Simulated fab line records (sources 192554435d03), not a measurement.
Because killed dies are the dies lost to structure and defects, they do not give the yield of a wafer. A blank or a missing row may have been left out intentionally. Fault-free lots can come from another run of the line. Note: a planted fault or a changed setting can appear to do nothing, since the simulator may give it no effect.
Check for tools in common ; flow n5-finfet ; Sampled: 10 lots, 30 wafers

== WHAT PROMPTED THE OPENING ==
On 2 of the 10 lots, a flag is raised at N5_BEOL_M1_INSPECT_59 on the reading raw-defect-count. No-fault wafers: 70, standard deviation 24.
Rule: a lot is flagged when every wafer of it that has a number lies more than 4 standard deviations from that mean, or none has a number. The rest of the lots are taken to be sound.

lot;measured;on;raw-defect-count, wafer by wafer;flag
L236;day 7 10:52;defect-inspect-01;74 45 57;
L237;day 7 18:13;defect-inspect-02;80 98 68;
L238;day 8 06:06;defect-inspect-01;68 65 63;
L240;day 8 21:02;defect-inspect-01;104 79 115;
L242;day 8 23:26;defect-inspect-02;101 145 103;
L244;day 9 13:38;defect-inspect-01;75 85 67;
L245;day 9 20:21;defect-inspect-02;53 38 35;
L246;day 10 05:57;defect-inspect-02;100 124 62;
L250;day 11 15:43;defect-inspect-01;1488 1529 1470;FLAGGED
L254;day 12 16:10;defect-inspect-01;1510 1490 1435;FLAGGED
The numbers of the flagged lots are 1487 on average: +1417 against the usual, or +59 standard deviations.

== WHICH TOOL EACH LOT WENT THROUGH ==
Before the reading, the record contains 4 process steps out of a 1938-step route. Each cell gives the tool, then ch followed by the chambers the sampled wafers passed through, then the start.
lot;flag;N5_BEOL_M1_SPUTTER_90;N5_BEOL_M1_SPUTTER_92;N5_BEOL_M1_ANNEAL_93;N5_BEOL_M1_PRE_CLEAN_60
L236;;pvd-sputter-01, day 7 09:08;pvd-sputter-01, day 7 09:21;pvd-sputter-01, day 7 09:26;cvd-co-02 ch 0,1,2, day 7 10:37
L237;;pvd-sputter-01, day 7 16:28;pvd-sputter-01, day 7 16:41;pvd-sputter-01, day 7 16:46;cvd-co-02 ch 0,1, day 7 17:58
L238;;pvd-sputter-03, day 8 04:22;pvd-sputter-03, day 8 04:35;pvd-sputter-03, day 8 04:40;cvd-co-01 ch 1,2, day 8 05:51
L240;;pvd-sputter-02, day 8 19:05;pvd-sputter-02, day 8 19:18;pvd-sputter-02, day 8 19:23;cvd-co-02 ch 2, day 8 20:43
L242;;pvd-sputter-01, day 8 21:41;pvd-sputter-01, day 8 21:54;pvd-sputter-01, day 8 21:59;cvd-co-01 ch 0,1,2, day 8 23:11
L244;;pvd-sputter-03, day 9 11:53;pvd-sputter-03, day 9 12:06;pvd-sputter-03, day 9 12:11;cvd-co-01 ch 0,1, day 9 13:22
L245;;pvd-sputter-03, day 9 18:35;pvd-sputter-03, day 9 18:48;pvd-sputter-03, day 9 18:53;cvd-co-02 ch 0,2, day 9 20:04
L246;;pvd-sputter-03, day 10 04:13;pvd-sputter-03, day 10 04:26;pvd-sputter-03, day 10 04:31;cvd-co-01 ch 0,2, day 10 05:42
L250;FLAGGED;pvd-sputter-03, day 11 13:58;pvd-sputter-03, day 11 14:11;pvd-sputter-03, day 11 14:16;cvd-co-01 ch 0,1,2, day 11 15:28
L254;FLAGGED;pvd-sputter-03, day 12 14:25;pvd-sputter-03, day 12 14:38;pvd-sputter-03, day 12 14:43;cvd-co-01 ch 0,2, day 12 15:55
What is done by these steps:
- N5_BEOL_M1_SPUTTER_90: material Cu, target thk 4.5 nm, time 8.29 s.
- N5_BEOL_M1_SPUTTER_92: material Cu, target thk 4.5 nm, time 8.29 s.
- N5_BEOL_M1_ANNEAL_93: time 240 s.
- N5_BEOL_M1_PRE_CLEAN_60: time 15 s.
- N5_BEOL_M1_INSPECT_59: inspects for defects (darkfield).

== FLAGGED OVER TOTAL, TOOL BY TOOL (the gauges that took the reading come last) ==
step;tool;lots run;flagged;share of the flagged lots;sound lots run after its first flagged lot
N5_BEOL_M1_SPUTTER_90;pvd-sputter-01;3;0;none;-
N5_BEOL_M1_SPUTTER_90;pvd-sputter-02;1;0;none;-
N5_BEOL_M1_SPUTTER_90;pvd-sputter-03;6;2;all;0
N5_BEOL_M1_SPUTTER_92;pvd-sputter-01;3;0;none;-
N5_BEOL_M1_SPUTTER_92;pvd-sputter-02;1;0;none;-
N5_BEOL_M1_SPUTTER_92;pvd-sputter-03;6;2;all;0
N5_BEOL_M1_ANNEAL_93;pvd-sputter-01;3;0;none;-
N5_BEOL_M1_ANNEAL_93;pvd-sputter-02;1;0;none;-
N5_BEOL_M1_ANNEAL_93;pvd-sputter-03;6;2;all;0
N5_BEOL_M1_PRE_CLEAN_60;cvd-co-01;6;2;all;0
N5_BEOL_M1_PRE_CLEAN_60;cvd-co-02;4;0;none;-
N5_BEOL_M1_INSPECT_59;defect-inspect-01;6;2;all;0
N5_BEOL_M1_INSPECT_59;defect-inspect-02;4;0;none;-

== THE TABLE: WHAT IT ALLOWS ==
5 rows of the table ran every flagged lot: pvd-sputter-03 at N5_BEOL_M1_SPUTTER_90, pvd-sputter-03 at N5_BEOL_M1_SPUTTER_92, pvd-sputter-03 at N5_BEOL_M1_ANNEAL_93, cvd-co-01 at N5_BEOL_M1_PRE_CLEAN_60, defect-inspect-01 at N5_BEOL_M1_INSPECT_59.
- pvd-sputter-03 at N5_BEOL_M1_SPUTTER_90: 2 of its 6 lots flagged. Last sound lot L246 at day 10 04:13, first flagged lot L250 at day 11 13:58; a fault beginning in between fits.
- pvd-sputter-03 at N5_BEOL_M1_SPUTTER_92: 2 of its 6 lots flagged. Last sound lot L246 at day 10 04:26, first flagged lot L250 at day 11 14:11; a fault beginning in between fits.
- pvd-sputter-03 at N5_BEOL_M1_ANNEAL_93: 2 of its 6 lots flagged. Last sound lot L246 at day 10 04:31, first flagged lot L250 at day 11 14:16; a fault beginning in between fits.
- cvd-co-01 at N5_BEOL_M1_PRE_CLEAN_60: 2 of its 6 lots flagged. Last sound lot L246 at day 10 05:42, first flagged lot L250 at day 11 15:28; a fault beginning in between fits.
- defect-inspect-01 at N5_BEOL_M1_INSPECT_59: 2 of its 6 lots flagged. Last sound lot L244 at day 9 13:38, first flagged lot L250 at day 11 15:43; a fault beginning in between fits.
A lot count leaves these 3 tools indistinguishable: every one of them fits a fault beginning at some hour. More lots, or a look at what each step does to the wafer, might.

== WHAT WAS PUT IN BY THE SIMULATOR ==
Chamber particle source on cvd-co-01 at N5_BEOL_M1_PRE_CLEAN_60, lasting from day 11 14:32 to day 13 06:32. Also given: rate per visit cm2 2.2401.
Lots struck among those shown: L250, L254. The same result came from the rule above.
